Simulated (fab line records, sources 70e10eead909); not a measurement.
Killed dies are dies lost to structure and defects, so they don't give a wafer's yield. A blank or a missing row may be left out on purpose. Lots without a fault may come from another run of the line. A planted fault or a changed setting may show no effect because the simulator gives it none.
Chamber matching | flow nand_harc | NHARC_A_DECK1_JOINT_ETCHBACK_00 on rie_si-01: 4 sister chambers
The step etches the open film in HBr, target depth 30 nm, time 17.4 s. 8 wafers are shown with their chamber, then 11 later ones without.

WAFERS WITH THEIR CHAMBER
wafer  | chamber | oes_product_au (a.u.) | throttle_valve_pct (%)
L078.5 | 1       | 1.004                 | 23.278
L079.4 | 1       | 0.991                 | 23.268
L087.2 | 0       | 1.022                 | 23.257
L087.6 | 0       | 1.027                 | 23.257
L089.2 | 3       | 0.996                 | 23.286
L089.4 | 2       | 0.996                 | 23.264
L089.5 | 2       | 0.995                 | 23.278
L090.1 | 3       | 1.000                 | 23.288

WAFERS WITHOUT THEIR CHAMBER
wafer  | oes_product_au (a.u.) | throttle_valve_pct (%)
L090.2 | 1.005                 | 23.270
L090.3 | 1.012                 | 23.266
L090.4 | 1.002                 | 23.262
L090.5 | 1.011                 | 23.252
L090.6 | 0.988                 | 23.268
L092.1 | 0.992                 | 23.258
L092.3 | 1.007                 | 23.261
L092.5 | 1.001                 | 23.244
L093.3 | 1.003                 | 23.272
L093.5 | 0.997                 | 23.253
L093.6 | 0.985                 | 23.265

WHICH CHAMBER EACH WENT THROUGH
wafer  | from the rows above               | in truth
L090.2 | can't be placed: 1 or 2 or 3      | 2
L090.3 | can't be placed: 0 or 1 or 2 or 3 | 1
L090.4 | can't be placed: 2 or 1           | 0
L090.5 | can't be placed: 0 or 1 or 2      | 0
L090.6 | can't be placed: 2 or 1           | 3
L092.1 | can't be placed: 2 or 1           | 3
L092.3 | can't be placed: 1 or 2 or 0 or 3 | 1
L092.5 | can't be placed: 2 or 1 or 0      | 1
L093.3 | can't be placed: 1 or 2 or 3      | 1
L093.5 | can't be placed: 2 or 1           | 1
L093.6 | can't be placed: 2 or 1           | 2
Placed correctly: 0 of 11. Can't be placed from these rows: 11 (the true chamber is among the candidates in 8). Placed wrongly: 0.
How it was worked out, from the rows above alone: a wafer's distance from a chamber is the root of the sum, over the readings, of the square of ((its reading less the chamber's mean) divided by the reading's scatter). The wafer belongs to the nearest chamber; if the next one is less than 2 further off, it can't be placed. A chamber's mean is the mean of its shown wafers. The scatter: the root of (the sum of the squares of (reading less its chamber's mean) over the shown wafers, divided by (wafers less chambers)).
